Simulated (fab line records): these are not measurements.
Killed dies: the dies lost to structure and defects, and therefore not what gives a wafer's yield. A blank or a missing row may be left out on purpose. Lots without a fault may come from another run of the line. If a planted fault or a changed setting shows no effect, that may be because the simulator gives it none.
Chamber matching -- flow n5 finfet -- N5_DUMMY_GATE_HM_OPEN_21 on rie diel-02: 4 sister chambers
The step chemistry CH3F/O2, target SiNx, target depth 120 nm, time 171.4 s. 16 wafers are shown with their chamber, then 8 later ones without.

== EACH WAFER AND ITS CHAMBER ==
wafer,chamber,showerhead plenum p Torr (Torr),drypump motor current A (A),throttle valve pct (%)
L076.3,1,2.02,6.6,16.54
L076.4,2,1.90,6.1,16.54
L076.5,2,1.90,6.1,16.55
L078.1,3,2.08,6.1,17.06
L078.4,0,2.09,5.6,16.43
L078.6,0,2.09,5.6,16.43
L080.2,3,2.08,6.1,17.06
L080.4,1,2.02,6.5,16.56
L080.5,2,1.90,6.1,16.56
L087.2,3,2.08,6.1,17.08
L087.4,1,2.01,6.6,16.58
L087.6,3,2.08,6.1,17.10
L089.1,0,2.08,5.6,16.47
L089.4,2,1.90,6.1,16.59
L089.6,0,2.08,5.6,16.49
L092.1,0,2.08,5.6,16.50

SIGNATURES (averages over the wafers above)
reading,chamber 0,chamber 1,chamber 2,chamber 3,scatter within a chamber
showerhead plenum p Torr,2.0840,2.0167,1.9000,2.0800,0.00394
drypump motor current A,5.600,6.567,6.100,6.100,0.0236
throttle valve pct,16.4640,16.5600,16.5600,17.0750,0.0252
Rule: for each reading, subtract the chamber's mean from the wafer's reading, divide by that reading's scatter and square the result; add these up over the readings and take the root, which gives the wafer's distance from the chamber. If the next closest chamber is less than 2 further off than the closest, the wafer can't be placed; otherwise it belongs to the closest. How the scatter is found: for the shown wafers, subtract from each reading the mean of its chamber, square and add these, divide the total by (wafers less chambers), then take the root.

== WAFERS WHOSE CHAMBER IS MISSING ==
wafer,showerhead plenum p Torr (Torr),drypump motor current A (A),throttle valve pct (%)
L092.3,1.89,6.1,16.60
L092.4,2.01,6.6,16.59
L095.2,2.08,6.1,16.58
L095.5,1.89,6.1,16.63
L095.6,2.08,6.1,16.59
L097.2,2.07,6.1,16.58
L097.5,2.01,6.6,16.61
L097.6,2.07,6.1,16.57

== WHICH CHAMBER EACH WENT THROUGH ==
wafer,from the rows above,in truth
L092.3,2,2
L092.4,1,1
L095.2,3,3
L095.5,2,2
L095.6,3,3
L097.2,3,3
L097.5,1,1
L097.6,can't be placed: 3 or 0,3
Correctly placed: 7 of 8. Unplaceable from these rows: 1, with the true chamber sitting among the candidates in 1. 0 placed wrongly.
